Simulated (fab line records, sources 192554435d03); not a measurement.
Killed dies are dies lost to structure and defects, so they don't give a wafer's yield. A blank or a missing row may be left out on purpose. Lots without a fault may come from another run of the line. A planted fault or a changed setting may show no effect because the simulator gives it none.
Chamber matching | flow n5_finfet | N5_BEOL_M8_CMP_52 on cmp-04: 3 sister chambers
The step polishes, stops on SiCOH lowk, t overpolish 6.9 s, target thk 80 nm. 6 wafers are shown with their chamber, then 6 later ones without.

WAFERS WITH THEIR CHAMBER
wafer  | chamber | motor_current_A (A) | time_to_endpoint_s (s)
L078.2 | 1       | 5.4                 | 59
L079.5 | 1       | 5.3                 | 58
L084.1 | 0       | 6.6                 | 63
L084.3 | 2       | 6.3                 | 60
L084.5 | 0       | 6.6                 | 63
L089.1 | 2       | 6.3                 | 61

WAFERS WITHOUT THEIR CHAMBER
wafer  | motor_current_A (A) | time_to_endpoint_s (s)
L089.3 | 5.7                 | 58
L093.2 | 5.4                 | 63
L093.3 | 6.5                 | 67
L097.1 | 5.6                 | 59
L097.4 | 6.4                 | 63
L097.5 | 6.5                 | 62

WHICH CHAMBER EACH WENT THROUGH
wafer  | from the rows above     | in truth
L089.3 | 1                       | 1
L093.2 | 1                       | 1
L093.3 | 0                       | 0
L097.1 | 1                       | 1
L097.4 | can't be placed: 0 or 2 | 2
L097.5 | 0                       | 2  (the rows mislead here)
Placed correctly: 4 of 6. Can't be placed from these rows: 1 (the true chamber is among the candidates in 1). Placed wrongly: 1.
How it was worked out, from the rows above alone: a wafer's distance from a chamber is the root of the sum, over the readings, of the square of ((its reading less the chamber's mean) divided by the reading's scatter). The wafer belongs to the nearest chamber; if the next one is less than 2 further off, it can't be placed. A chamber's mean is the mean of its shown wafers. The scatter: the root of (the sum of the squares of (reading less its chamber's mean) over the shown wafers, divided by (wafers less chambers)).
